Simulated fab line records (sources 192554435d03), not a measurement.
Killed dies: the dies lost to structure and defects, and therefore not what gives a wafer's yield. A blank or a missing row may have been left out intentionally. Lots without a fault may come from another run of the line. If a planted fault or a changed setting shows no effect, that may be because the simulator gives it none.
Chamber matching    flow n5 finfet    4 sister chambers for N5_BEOL_M2_ETCH_70 on rie diel-03
The step etches SOC in N2/H2, target depth 80 nm, overetch 24 nm, time 130 s. 4 wafers are shown with their chamber, then 8 later ones without.

== WAFERS WITH THEIR CHAMBER ==
wafer   chamber  drypump motor current A (A)
L090.1  1        5.3
L090.3  3        5.6
L090.4  2        6.3
L092.1  0        6.1

== WAFERS MISSING THEIR CHAMBER ==
wafer   drypump motor current A (A)
L092.2  6.2
L092.4  5.6
L095.1  6.1
L095.2  6.2
L095.6  6.1
L097.1  6.2
L097.2  5.6
L097.5  5.6

== WHICH CHAMBER EACH WENT THROUGH ==
wafer   from the rows above      in truth
L092.2  can't be placed: 2 or 0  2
L092.4  3                        3
L095.1  0                        0
L095.2  can't be placed: 2 or 0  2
L095.6  0                        0
L097.1  can't be placed: 2 or 0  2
L097.2  3                        3
L097.5  3                        3
Placed correctly: 5 of 8. Cannot be placed on the basis of these rows: 3; the candidates contain the true chamber in 3. Placed wrongly: 0.
How it was worked out, from the rows above alone: a wafer's distance from a chamber is the root of the sum, over the readings, of the square of ((its reading less the chamber's mean) divided by the reading's scatter). If the next closest chamber is less than 2 further off than the closest, the wafer can't be placed; otherwise it belongs to the closest. The mean given for a chamber averages the wafers shown for that chamber. The scatter: with one shown wafer a chamber, the root of the mean of the squares of how far each hidden wafer lies from its nearest shown one.
